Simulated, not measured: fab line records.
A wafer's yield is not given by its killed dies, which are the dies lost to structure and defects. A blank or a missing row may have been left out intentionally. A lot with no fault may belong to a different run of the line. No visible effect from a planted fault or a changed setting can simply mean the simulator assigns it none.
Which tool is to blame? | flow nand_harc | Sampling: 24 lots, 72 wafers, 6 of 1159 route steps

== WHAT EACH GAUGE READ, for each wafer ==
The record holds no reading of a measuring or inspecting step that can be judged against a usual standard deviation.

== WHAT TOOL EACH LOT RAN ON (gives the tool, then ch and the chambers of the sampled wafers, and finally the start) ==
lot  | NHARC_A_BLC_CVD_24                       | NHARC_A_M0_ETCH_15                            | NHARC_A_M0_STRIP_18                | NHARC_A_M0_DEGAS_28          | NHARC_A_M1_PVD_20                       | NHARC_A_M1_DEP_33
L075 | cvd_w-01 ch 0,1, day 17 20:34 or earlier | rie_diel-01 ch 0,2,3, day 17 20:34 or earlier | rie_diel-05 ch 0,2,3, day 17 20:34 | pvd_sputter-01, day 17 21:07 | pvd_sputter-03, day 18 03:28 or earlier | pecvd-04 ch 0,2, day 18 03:28
L076 | cvd_w-01 ch 0,1, day 17 21:08 or earlier | rie_diel-07 ch 0,1,3, day 17 21:08 or earlier | rie_diel-05 ch 0,1,2, day 17 21:08 | pvd_sputter-02, day 17 21:41 | pvd_sputter-01, day 18 03:47 or earlier | pecvd-02 ch 0,2, day 18 03:47
L078 | cvd_w-02 ch 0,1, day 17 21:53 or earlier | rie_diel-01 ch 0,1, day 17 21:53 or earlier   | rie_diel-01 ch 0,1, day 17 21:53   | pvd_sputter-02, day 17 22:25 | pvd_sputter-01, day 18 04:32 or earlier | pecvd-03 ch 0,1, day 18 04:32
L074 | cvd_w-02 ch 0, day 17 23:58 or earlier   | rie_diel-01 ch 1,3, day 17 23:58 or earlier   | rie_diel-05 ch 0,1,2, day 17 23:58 | pvd_sputter-01, day 18 00:28 | pvd_sputter-03, day 18 06:26 or earlier | pecvd-04 ch 0,1,2, day 18 06:26
L079 | cvd_w-02 ch 0,1, day 18 16:11 or earlier | rie_diel-07 ch 0,1,2, day 18 16:11 or earlier | rie_diel-01 ch 2,3, day 18 16:11   | pvd_sputter-01, day 18 16:43 | pvd_sputter-01, day 18 22:43 or earlier | pecvd-03 ch 0,2, day 18 22:43
L077 | cvd_w-02 ch 0,1, day 18 19:31 or earlier | rie_diel-07 ch 1,2, day 18 19:31 or earlier   | rie_diel-05 ch 0,3, day 18 19:31   | pvd_sputter-01, day 18 20:04 | pvd_sputter-02, day 19 02:14 or earlier | pecvd-04 ch 0,2, day 19 02:14
L080 | cvd_w-01 ch 1, day 19 06:59 or earlier   | rie_diel-01 ch 1,2, day 19 06:59 or earlier   | rie_diel-07 ch 0,2,3, day 19 06:59 | pvd_sputter-01, day 19 07:30 | pvd_sputter-03, day 19 13:44 or earlier | pecvd-02 ch 0,2, day 19 13:44
L081 | cvd_w-02 ch 0,1, day 19 14:25 or earlier | rie_diel-05 ch 0,1,2, day 19 14:25 or earlier | rie_diel-07 ch 0,2, day 19 14:25   | pvd_sputter-03, day 19 14:57 | pvd_sputter-02, day 19 21:20 or earlier | pecvd-04 ch 0,1, day 19 21:20
L082 | cvd_w-02 ch 0,1, day 19 18:33 or earlier | rie_diel-01 ch 2,3, day 19 18:33 or earlier   | rie_diel-07 ch 2,3, day 19 18:33   | pvd_sputter-01, day 19 19:05 | pvd_sputter-02, day 20 01:16 or earlier | pecvd-04 ch 0,1, day 20 01:16
L084 | cvd_w-01 ch 0,1, day 19 19:02 or earlier | rie_diel-05 ch 0,2, day 19 19:02 or earlier   | rie_diel-05 ch 0,3, day 19 19:02   | pvd_sputter-01, day 19 19:35 | pvd_sputter-03, day 20 02:38 or earlier | pecvd-03 ch 0,2, day 20 02:38
L083 | cvd_w-02 ch 0,1, day 19 19:19 or earlier | rie_diel-07 ch 0,3, day 19 19:19 or earlier   | rie_diel-01 ch 2,3, day 19 19:19   | pvd_sputter-03, day 19 19:52 | pvd_sputter-02, day 20 03:02 or earlier | pecvd-03 ch 0,1,2, day 20 03:02
L085 | cvd_w-01 ch 0,1, day 20 08:46 or earlier | rie_diel-01 ch 0,1,2, day 20 08:46 or earlier | rie_diel-05 ch 0,2,3, day 20 08:46 | pvd_sputter-02, day 20 09:17 | pvd_sputter-03, day 20 15:29 or earlier | pecvd-04 ch 0,1,2, day 20 15:29
L086 | cvd_w-01 ch 0,1, day 20 10:49 or earlier | rie_diel-07 ch 2,3, day 20 10:49 or earlier   | rie_diel-07 ch 0,2,3, day 20 10:49 | pvd_sputter-01, day 20 11:20 | pvd_sputter-02, day 20 18:08 or earlier | pecvd-04 ch 0,1, day 20 18:08
L087 | cvd_w-01 ch 0,1, day 20 13:50 or earlier | rie_diel-01 ch 1,2,3, day 20 13:50 or earlier | rie_diel-07 ch 0,2,3, day 20 13:50 | pvd_sputter-02, day 20 14:23 | pvd_sputter-02, day 20 20:31 or earlier | pecvd-04 ch 1,2, day 20 20:31
L089 | cvd_w-02 ch 0,1, day 20 20:40 or earlier | rie_diel-07 ch 0,2, day 20 20:40 or earlier   | rie_diel-07 ch 0,1,3, day 20 20:40 | pvd_sputter-01, day 20 21:12 | pvd_sputter-01, day 21 04:11 or earlier | pecvd-02 ch 0,1, day 21 04:11
L088 | cvd_w-02 ch 0,1, day 21 00:09 or earlier | rie_diel-05 ch 2,3, day 21 00:09 or earlier   | rie_diel-07 ch 1,2, day 21 00:09   | pvd_sputter-03, day 21 00:42 | pvd_sputter-02, day 21 06:35 or earlier | pecvd-03 ch 0,1, day 21 06:35
L091 | cvd_w-01 ch 0,1, day 21 15:09 or earlier | rie_diel-05 ch 1,2,3, day 21 15:09 or earlier | rie_diel-07 ch 1,2,3, day 21 15:09 | pvd_sputter-02, day 21 15:42 | pvd_sputter-01, day 21 21:38 or earlier | pecvd-02 ch 0,1,2, day 21 21:38
L090 | cvd_w-01 ch 0,1, day 21 18:26 or earlier | rie_diel-05 ch 0,1,2, day 21 18:26 or earlier | rie_diel-07 ch 1,2,3, day 21 18:26 | pvd_sputter-01, day 21 18:55 | pvd_sputter-02, day 22 00:51 or earlier | pecvd-02 ch 1,2, day 22 00:51
L092 | cvd_w-01 ch 0,1, day 21 18:54 or earlier | rie_diel-05 ch 0,2, day 21 18:54 or earlier   | rie_diel-07 ch 0,1,3, day 21 18:54 | pvd_sputter-02, day 21 19:25 | pvd_sputter-03, day 22 01:16 or earlier | pecvd-03 ch 0,1,2, day 22 01:16
L095 | cvd_w-01 ch 0,1, day 22 06:54 or earlier | rie_diel-01 ch 0,1,2, day 22 06:54 or earlier | rie_diel-07 ch 0,1,3, day 22 06:54 | pvd_sputter-03, day 22 07:23 | pvd_sputter-02, day 22 15:03 or earlier | pecvd-03 ch 0,1,2, day 22 15:03
L093 | cvd_w-01 ch 0,1, day 22 07:16 or earlier | rie_diel-05 ch 0,1, day 22 07:16 or earlier   | rie_diel-07 ch 0,2, day 22 07:16   | pvd_sputter-01, day 22 07:49 | pvd_sputter-02, day 22 15:16 or earlier | pecvd-04 ch 0,1, day 22 15:16
L094 | cvd_w-02 ch 0,1, day 22 14:14 or earlier | rie_diel-01 ch 0,2, day 22 14:14 or earlier   | rie_diel-07 ch 0,1,2, day 22 14:14 | pvd_sputter-02, day 22 14:48 | pvd_sputter-02, day 22 21:13 or earlier | pecvd-03 ch 1,2, day 22 21:13
L096 | cvd_w-01 ch 0,1, day 23 00:24 or earlier | rie_diel-07 ch 1,2,3, day 23 00:24 or earlier | rie_diel-01 ch 0,3, day 23 00:24   | pvd_sputter-01, day 23 00:56 | pvd_sputter-01, day 23 06:56 or earlier | pecvd-04 ch 0,1,2, day 23 06:56
L097 | cvd_w-02 ch 0,1, day 23 00:47 or earlier | rie_diel-07 ch 1,2,3, day 23 00:47 or earlier | rie_diel-01 ch 0,1,3, day 23 00:47 | pvd_sputter-03, day 23 01:20 | pvd_sputter-03, day 23 07:19 or earlier | pecvd-04 ch 1,2, day 23 07:19
- NHARC_A_BLC_CVD_24: deposits W, target thk 150 nm, time 434 s.
- NHARC_A_M0_ETCH_15: etches the open film in C4F8/Ar, target depth 150 nm, overetch 15 nm, time 82.5 s.
- NHARC_A_M0_STRIP_18: strips in N2/H2.
- NHARC_A_M0_DEGAS_28: time 60 s.
- NHARC_A_M1_PVD_20: deposits TaN, target thk 5 nm, time 8.06 s.
- NHARC_A_M1_DEP_33: deposits SiCN, target thk 30 nm.

== AS READ BY THE TOOLS THEMSELVES (means over the sampled wafers that have a number; for cases with no such wafer, the mark the record gives instead) ==
NHARC_A_BLC_CVD_24. Usual: heater_power_outer_w 253 W, standard deviation 31; heater_power_w 468 W, standard deviation 45; mfc_wf6_sccm 40.00 sccm, standard deviation 0.12; throttle_valve_pct 8.0 %, standard deviation 0.44.
lot  | tool     | heater_power_outer_w (W) | heater_power_w (W) | mfc_wf6_sccm (sccm) | throttle_valve_pct (%) | flag
L075 | cvd_w-01 | 285                      | 514                | 39.98               | 8.2                    |
L076 | cvd_w-01 | 268                      | 486                | 40.02               | 7.8                    |
L078 | cvd_w-02 | 222                      | 425                | 40.00               | 8.2                    |
L074 | cvd_w-02 | 236                      | 461                | 40.11               | 7.6                    |
L079 | cvd_w-02 | 219                      | 422                | 40.16               | 8.2                    |
L077 | cvd_w-02 | 230                      | 447                | 40.01               | 7.8                    |
L080 | cvd_w-01 | 253                      | 458                | 40.10               | 7.5                    |
L081 | cvd_w-02 | 231                      | 446                | 40.08               | 7.8                    |
L082 | cvd_w-02 | 219                      | 425                | 39.99               | 8.1                    |
L084 | cvd_w-01 | 281                      | 510                | 39.94               | 8.1                    |
L083 | cvd_w-02 | 229                      | 445                | 40.08               | 7.9                    |
L085 | cvd_w-01 | 267                      | 490                | 39.91               | 8.1                    |
L086 | cvd_w-01 | 269                      | 491                | 40.04               | 7.9                    |
L087 | cvd_w-01 | 279                      | 524                | 40.06               | 8.1                    |
L089 | cvd_w-02 | 221                      | 423                | 39.82               | 8.1                    |
L088 | cvd_w-02 | 220                      | 422                | 40.00               | 8.3                    |
L091 | cvd_w-01 | 284                      | 497                | 40.04               | 8.1                    |
L090 | cvd_w-01 | 282                      | 500                | 39.85               | 8.1                    |
L092 | cvd_w-01 | 286                      | 506                | 39.95               | 8.0                    |
L095 | cvd_w-01 | 286                      | 494                | 40.05               | 8.1                    |
L093 | cvd_w-01 | 282                      | 497                | 40.10               | 8.0                    |
L094 | cvd_w-02 | 234                      | 447                | 40.00               | 8.0                    |
L096 | cvd_w-01 | 277                      | 504                | 40.04               | 8.2                    |
L097 | cvd_w-02 | 231                      | 439                | 40.01               | 7.8                    |

NHARC_A_M0_ETCH_15. Usual: oes_product_au 0.949 a.u., standard deviation 0.023; rf_vpp_V 440.0 V, standard deviation 2.4.
lot  | tool        | oes_product_au (a.u.) | rf_vpp_V (V) | flag
L075 | rie_diel-01 | 0.956                 | 439.7        |
L076 | rie_diel-07 | 0.928                 | 439.2        |
L078 | rie_diel-01 | 0.956                 | 440.4        |
L074 | rie_diel-01 | 0.929                 | 443.5        |
L079 | rie_diel-07 | 0.973                 | 438.3        |
L077 | rie_diel-07 | 0.971                 | 438.3        |
L080 | rie_diel-01 | 0.923                 | 442.7        |
L081 | rie_diel-05 | 0.965                 | 439.9        |
L082 | rie_diel-01 | 0.973                 | 439.7        |
L084 | rie_diel-05 | 0.944                 | 441.4        |
L083 | rie_diel-07 | 0.972                 | 440.9        |
L085 | rie_diel-01 | 0.922                 | 441.4        |
L086 | rie_diel-07 | 0.947                 | 440.6        |
L087 | rie_diel-01 | 0.928                 | 442.5        |
L089 | rie_diel-07 | 0.976                 | 439.3        |
L088 | rie_diel-05 | 0.921                 | 439.3        |
L091 | rie_diel-05 | 0.933                 | 438.2        |
L090 | rie_diel-05 | 0.928                 | 438.9        |
L092 | rie_diel-05 | 0.922                 | 439.6        |
L095 | rie_diel-01 | 0.963                 | 441.6        |
L093 | rie_diel-05 | 0.926                 | 438.1        |
L094 | rie_diel-01 | 0.970                 | 440.7        |
L096 | rie_diel-07 | 0.976                 | 439.5        |
L097 | rie_diel-07 | 0.986                 | 439.0        |

NHARC_A_M0_STRIP_18. Usual: drypump_motor_current_A 5.6 A, standard deviation 0.39; oes_product_au 1.003 a.u., standard deviation 0.0082; power_w 1001 W, standard deviation 3.1; rf_vpp_V 90.4 V, standard deviation 0.76; showerhead_plenum_p_Torr 1.99 Torr, standard deviation 0.059; throttle_valve_pct 14.172 %, standard deviation 0.0087.
lot  | tool        | drypump_motor_current_A (A) | oes_product_au (a.u.) | power_w (W) | rf_vpp_V (V) | showerhead_plenum_p_Torr (Torr) | throttle_valve_pct (%) | flag
L075 | rie_diel-05 | 5.7                         | 0.995                 | 1001        | 90.2         | 2.00                            | 14.174                 |
L076 | rie_diel-05 | 5.4                         | 0.998                 | 1000        | 90.0         | 1.98                            | 14.177                 |
L078 | rie_diel-01 | 5.7                         | 0.996                 | 1000        | 90.9         | 2.05                            | 14.180                 |
L074 | rie_diel-05 | 5.4                         | 0.999                 | 1005        | 90.6         | 1.98                            | 14.172                 |
L079 | rie_diel-01 | 5.8                         | 1.003                 | 999         | 90.1         | 2.02                            | 14.175                 |
L077 | rie_diel-05 | 5.7                         | 0.997                 | 1002        | 90.9         | 1.99                            | 14.182                 |
L080 | rie_diel-07 | 5.5                         | 1.003                 | 1000        | 91.0         | 2.01                            | 14.169                 |
L081 | rie_diel-07 | 5.7                         | 1.009                 | 1002        | 90.1         | 1.99                            | 14.174                 |
L082 | rie_diel-07 | 5.1                         | 1.015                 | 999         | 90.5         | 1.99                            | 14.167                 |
L084 | rie_diel-05 | 5.6                         | 1.008                 | 1002        | 90.6         | 2.03                            | 14.174                 |
L083 | rie_diel-01 | 5.9                         | 1.006                 | 1000        | 91.5         | 2.00                            | 14.171                 |
L085 | rie_diel-05 | 5.7                         | 0.991                 | 1000        | 90.0         | 2.00                            | 14.173                 |
L086 | rie_diel-07 | 5.5                         | 1.007                 | 1003        | 90.6         | 2.01                            | 14.173                 |
L087 | rie_diel-07 | 5.4                         | 1.010                 | 1000        | 89.9         | 2.01                            | 14.165                 |
L089 | rie_diel-07 | 5.7                         | 1.008                 | 1000        | 90.4         | 2.00                            | 14.175                 |
L088 | rie_diel-07 | 5.7                         | 1.002                 | 999         | 90.3         | 1.94                            | 14.173                 |
L091 | rie_diel-07 | 5.4                         | 1.001                 | 1000        | 90.6         | 1.98                            | 14.172                 |
L090 | rie_diel-07 | 5.4                         | 0.999                 | 1002        | 91.3         | 1.98                            | 14.170                 |
L092 | rie_diel-07 | 5.7                         | 1.004                 | 1000        | 90.3         | 2.00                            | 14.172                 |
L095 | rie_diel-07 | 5.7                         | 1.009                 | 1003        | 89.8         | 2.00                            | 14.164                 |
L093 | rie_diel-07 | 5.5                         | 1.014                 | 1001        | 90.0         | 1.97                            | 14.167                 |
L094 | rie_diel-07 | 5.7                         | 1.006                 | 1000        | 90.1         | 1.96                            | 14.178                 |
L096 | rie_diel-01 | 5.9                         | 0.996                 | 1000        | 89.9         | 1.98                            | 14.172                 |
L097 | rie_diel-01 | 5.7                         | 1.003                 | 1000        | 90.7         | 2.04                            | 14.179                 |

NHARC_A_M0_DEGAS_28. Usual: heater_power_w 327 W, standard deviation 39.
lot  | tool           | heater_power_w (W) | flag
L075 | pvd_sputter-01 | 341                |
L076 | pvd_sputter-02 | 307                |
L078 | pvd_sputter-02 | 353                |
L074 | pvd_sputter-01 | 349                |
L079 | pvd_sputter-01 | 357                |
L077 | pvd_sputter-01 | 299                |
L080 | pvd_sputter-01 | 330                |
L081 | pvd_sputter-03 | 362                |
L082 | pvd_sputter-01 | 346                |
L084 | pvd_sputter-01 | 347                |
L083 | pvd_sputter-03 | 301                |
L085 | pvd_sputter-02 | 276                |
L086 | pvd_sputter-01 | 341                |
L087 | pvd_sputter-02 | 336                |
L089 | pvd_sputter-01 | 312                |
L088 | pvd_sputter-03 | 333                |
L091 | pvd_sputter-02 | 303                |
L090 | pvd_sputter-01 | 346                |
L092 | pvd_sputter-02 | 299                |
L095 | pvd_sputter-03 | 368                |
L093 | pvd_sputter-01 | 342                |
L094 | pvd_sputter-02 | 282                |
L096 | pvd_sputter-01 | 324                |
L097 | pvd_sputter-03 | 366                |

NHARC_A_M1_PVD_20. Usual: throttle_valve_pct 30.2 %, standard deviation 1.3.
lot  | tool           | throttle_valve_pct (%) | flag
L075 | pvd_sputter-03 | 30.8                   |
L076 | pvd_sputter-01 | 29.6                   |
L078 | pvd_sputter-01 | 29.8                   |
L074 | pvd_sputter-03 | 29.3                   |
L079 | pvd_sputter-01 | 29.7                   |
L077 | pvd_sputter-02 | 29.9                   |
L080 | pvd_sputter-03 | 30.9                   |
L081 | pvd_sputter-02 | 31.3                   |
L082 | pvd_sputter-02 | 31.2                   |
L084 | pvd_sputter-03 | 28.7                   |
L083 | pvd_sputter-02 | 31.1                   |
L085 | pvd_sputter-03 | 31.0                   |
L086 | pvd_sputter-02 | 30.3                   |
L087 | pvd_sputter-02 | 30.0                   |
L089 | pvd_sputter-01 | 28.8                   |
L088 | pvd_sputter-02 | 31.3                   |
L091 | pvd_sputter-01 | 29.3                   |
L090 | pvd_sputter-02 | 31.4                   |
L092 | pvd_sputter-03 | 29.6                   |
L095 | pvd_sputter-02 | 29.3                   |
L093 | pvd_sputter-02 | 29.5                   |
L094 | pvd_sputter-02 | 29.9                   |
L096 | pvd_sputter-01 | 30.3                   |
L097 | pvd_sputter-03 | 30.3                   |

NHARC_A_M1_DEP_33. Usual: heater_power_outer_w 353 W, standard deviation 45; heater_power_w 615 W, standard deviation 77.
lot  | tool     | heater_power_outer_w (W) | heater_power_w (W) | flag
L075 | pecvd-04 | 353                      | 646                |
L076 | pecvd-02 | 302                      | 593                |
L078 | pecvd-03 | 379                      | 623                |
L074 | pecvd-04 | 359                      | 629                |
L079 | pecvd-03 | 362                      | 639                |
L077 | pecvd-04 | 339                      | 612                |
L080 | pecvd-02 | 289                      | 567                |
L081 | pecvd-04 | 369                      | 600                |
L082 | pecvd-04 | 339                      | 575                |
L084 | pecvd-03 | 353                      | 603                |
L083 | pecvd-03 | 353                      | 603                |
L085 | pecvd-04 | 336                      | 589                |
L086 | pecvd-04 | 332                      | 564                |
L087 | pecvd-04 | 343                      | 577                |
L089 | pecvd-02 | 412                      | 669                |
L088 | pecvd-03 | 342                      | 554                |
L091 | pecvd-02 | 366                      | 643                |
L090 | pecvd-02 | 362                      | 658                |
L092 | pecvd-03 | 387                      | 657                |
L095 | pecvd-03 | 338                      | 589                |
L093 | pecvd-04 | 367                      | 595                |
L094 | pecvd-03 | 324                      | 601                |
L096 | pecvd-04 | 364                      | 633                |
L097 | pecvd-04 | 379                      | 642                |

== THE ANSWER, worked out from the rows above alone ==
Rule: a lot is off if the mean of its wafers that have a number lies more than 3 standard deviations from the usual mean. A lot without any number at a reading at which 4 lots or more have one is off too. All remaining lots with rows at the step are treated as sound. Order of review: gauges by route order, followed by the tools' own readings, for which a lot's mean as printed above is used. At the first step where some lot is off, the reading lying furthest off is the one used; lots without a number count as furthest.
Nothing can be told from this: no lot is off at any reading shown.

== WHAT THE SIMULATOR PUT IN ==
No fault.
